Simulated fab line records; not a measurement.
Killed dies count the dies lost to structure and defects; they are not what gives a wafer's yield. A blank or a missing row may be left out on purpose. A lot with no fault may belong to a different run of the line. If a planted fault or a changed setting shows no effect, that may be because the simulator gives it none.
Which tool is to blame? ; flow nand harc ; Sampling: 24 lots, 72 wafers, 3 of 1159 route steps

## WHAT EACH GAUGE READ, for each wafer
NHARC_P_CONTACT_INSPECT_27. Usual: raw defect count 296, standard deviation 110.
lot;measured;on;raw defect count;flag
L074;day 6 05:49;defect inspect-01;319 148 155;
L075;day 6 06:22;defect inspect-02;344 310 434;
L076;day 6 12:29;defect inspect-02;148 243 251;
L077;day 6 13:53;defect inspect-01;230 235 236;
L078;day 6 14:02;defect inspect-02;410 232 180;
L079;day 7 04:19;defect inspect-02;677 263 329;
L081;day 7 15:05;defect inspect-02;385 196 596;
L080;day 7 15:34;defect inspect-02;350 163 498;
L083;day 8 00:14;defect inspect-02;258 238 215;
L082;day 8 03:33;defect inspect-01;372 465 567;
L084;day 8 04:04;defect inspect-01;232 306 260;
L086;day 9 00:51;defect inspect-01;216 318 299;
L087;day 9 01:08;defect inspect-01;389 562 279;
L085;day 9 01:23;defect inspect-02;261 229 308;
L088;day 9 04:30;defect inspect-01;243 243 138;
L090;day 9 19:16;defect inspect-01;313 348 221;
L089;day 9 19:49;defect inspect-02;214 236 235;
L091;day 10 02:28;defect inspect-01;322 218 258;
L092;day 10 05:01;defect inspect-01;462 242 367;
L093;day 10 14:16;defect inspect-01;167 266 131;
L094;day 10 19:25;defect inspect-02;165 272 181;
L095;day 10 19:57;defect inspect-02;256 272 422;
L096;day 11 01:20;defect inspect-01;319 510 408;
L097;day 11 12:06;defect inspect-01;179 447 321;

## TOOL THAT RAN EACH LOT (tool first, then ch and the chambers of the sampled wafers, then the start)
lot;NHARC_P_GATE_DESCUM_93;NHARC_P_CONTACT_DEP_30
L074;rie diel-02 ch 0,2,3, day 5 14:37;pecvd-04 ch 0,1,2, day 5 19:00
L075;rie diel-08 ch 0,2,3, day 5 15:04;pecvd-01 ch 0,1,2, day 5 19:45
L076;rie diel-05 ch 0,3, day 5 22:35;pecvd-01 ch 0,1, day 6 01:58
L077;rie diel-08 ch 0,1,2, day 6 01:40;pecvd-04 ch 0,1,2, day 6 04:47
L078;rie diel-08 ch 1,2, day 6 02:02;pecvd-01 ch 0,2, day 6 05:00
L079;rie diel-05 ch 0,2, day 6 16:51;pecvd-01 ch 0,1,2, day 6 21:02
L081;rie diel-05 ch 0,2,3, day 7 03:07;pecvd-01 ch 0,1,2, day 7 06:16
L080;rie diel-02 ch 2,3, day 7 04:02;pecvd-03 ch 0,2, day 7 07:05
L083;rie diel-05 ch 0,1,3, day 7 13:54;pecvd-01 ch 0,1, day 7 16:52
L082;rie diel-08 ch 0,2, day 7 18:41;pecvd-04 ch 0,1, day 7 21:44
L084;rie diel-08 ch 0,2,3, day 7 20:11;pecvd-01 ch 0,1,2, day 7 23:14
L086;rie diel-05 ch 0,3, day 8 12:35;pecvd-03 ch 0,1,2, day 8 15:55
L087;rie diel-08 ch 0,1, day 8 13:00;pecvd-04 ch 0,1,2, day 8 16:04
L085;rie diel-02 ch 1,3, day 8 13:22;pecvd-03 ch 0,1,2, day 8 16:25
L088;rie diel-08 ch 0,1, day 8 18:42;pecvd-04 ch 0,1,2, day 8 21:47
L090;rie diel-08 ch 1,3, day 9 09:09;pecvd-03 ch 0,2, day 9 12:19
L089;rie diel-02 ch 1,2, day 9 09:38;pecvd-03 ch 0,1,2, day 9 12:46
L091;rie diel-05 ch 0,2,3, day 9 16:16;pecvd-01 ch 0,1,2, day 9 19:18
L092;rie diel-02 ch 1,2, day 9 20:55;pecvd-01 ch 0,2, day 9 23:55
L093;rie diel-05 ch 1,3, day 10 03:53;pecvd-03 ch 0,1,2, day 10 07:08
L094;rie diel-05 ch 0,1,3, day 10 11:24;pecvd-01 ch 0,1,2, day 10 14:29
L095;rie diel-05 ch 1,2, day 10 11:52;pecvd-03 ch 1,2, day 10 15:10
L096;rie diel-08 ch 0,1, day 10 16:54;pecvd-03 ch 0,1,2, day 10 19:56
L097;rie diel-02 ch 0,1,2, day 11 04:11;pecvd-04 ch 0,2, day 11 07:17
- NHARC_P_GATE_DESCUM_93: chemistry O2, time 3 s.
- NHARC_P_CONTACT_DEP_30: deposits SiNx, target thk 30 nm.

## WHAT THE TOOLS THEMSELVES READ (means of the sampled wafers that have a number; where no wafer has one, the mark that the record gives instead)
NHARC_P_GATE_DESCUM_93. Usual: drypump motor current A 5.8 A, standard deviation 0.38; oes product au 1.000 a.u., standard deviation 0.013; rf vpp V 57.8 V, standard deviation 0.84; showerhead plenum p Torr 1.91 Torr, standard deviation 0.058; throttle valve pct 11.311 %, standard deviation 0.0088.
lot;tool;drypump motor current A (A);oes product au (a.u.);rf vpp V (V);showerhead plenum p Torr (Torr);throttle valve pct (%);flag
L074;rie diel-02;5.7;1.012;58.3;1.91;11.304;
L075;rie diel-08;5.8;0.994;58.2;1.93;11.315;
L076;rie diel-05;5.8;0.997;57.7;1.96;11.311;
L077;rie diel-08;5.7;1.000;57.4;1.90;11.319;
L078;rie diel-08;5.6;1.006;58.3;1.95;11.312;
L079;rie diel-05;6.0;0.986;57.7;1.92;11.317;
L081;rie diel-05;5.9;0.999;57.8;1.93;11.306;
L080;rie diel-02;6.0;1.014;57.8;1.88;11.305;
L083;rie diel-05;5.8;1.000;58.4;1.93;11.314;
L082;rie diel-08;6.0;0.999;57.3;1.93;11.307;
L084;rie diel-08;5.8;0.997;57.9;1.93;11.305;
L086;rie diel-05;5.9;0.999;57.7;1.95;11.315;
L087;rie diel-08;5.4;1.001;56.5;1.85;11.304;
L085;rie diel-02;6.1;1.015;57.3;1.95;11.305;
L088;rie diel-08;5.4;1.002;57.7;1.85;11.315;
L090;rie diel-08;5.1;0.999;57.8;1.91;11.314;
L089;rie diel-02;5.9;1.000;58.1;1.89;11.315;
L091;rie diel-05;5.9;0.990;57.4;1.92;11.313;
L092;rie diel-02;6.0;0.990;58.2;1.94;11.306;
L093;rie diel-05;5.7;1.017;57.5;1.93;11.319;
L094;rie diel-05;5.8;1.011;57.5;1.92;11.307;
L095;rie diel-05;5.9;0.999;58.3;1.87;11.318;
L096;rie diel-08;5.8;0.993;57.1;1.83;11.307;
L097;rie diel-02;5.7;1.000;58.1;1.92;11.310;

NHARC_P_CONTACT_DEP_30. Usual: heater power w 677 W, standard deviation 99.
lot;tool;heater power w (W);flag
L074;pecvd-04;573;
L075;pecvd-01;693;
L076;pecvd-01;662;
L077;pecvd-04;641;
L078;pecvd-01;682;
L079;pecvd-01;683;
L081;pecvd-01;696;
L080;pecvd-03;762;
L083;pecvd-01;785;
L082;pecvd-04;549;
L084;pecvd-01;633;
L086;pecvd-03;717;
L087;pecvd-04;613;
L085;pecvd-03;733;
L088;pecvd-04;662;
L090;pecvd-03;669;
L089;pecvd-03;755;
L091;pecvd-01;649;
L092;pecvd-01;625;
L093;pecvd-03;697;
L094;pecvd-01;628;
L095;pecvd-03;759;
L096;pecvd-03;735;
L097;pecvd-04;631;

## THE ANSWER, worked out from the rows above alone
Rule: a lot counts as off when the mean over its wafers that have a number is more than 3 standard deviations away from the usual mean. Also off: a lot with no number at a reading for which 4 or more lots have one. The other lots that the step has rows for count as sound. After the gauges, taken in route order, come the tools' own readings; for these a lot's mean is taken, as printed above. At the first step where some lot is off, the reading lying furthest off is the one used; lots without a number count as furthest.
Nothing can be told from this: no lot is off at any reading shown.

## WHAT HAD BEEN PUT IN BY THE SIMULATOR
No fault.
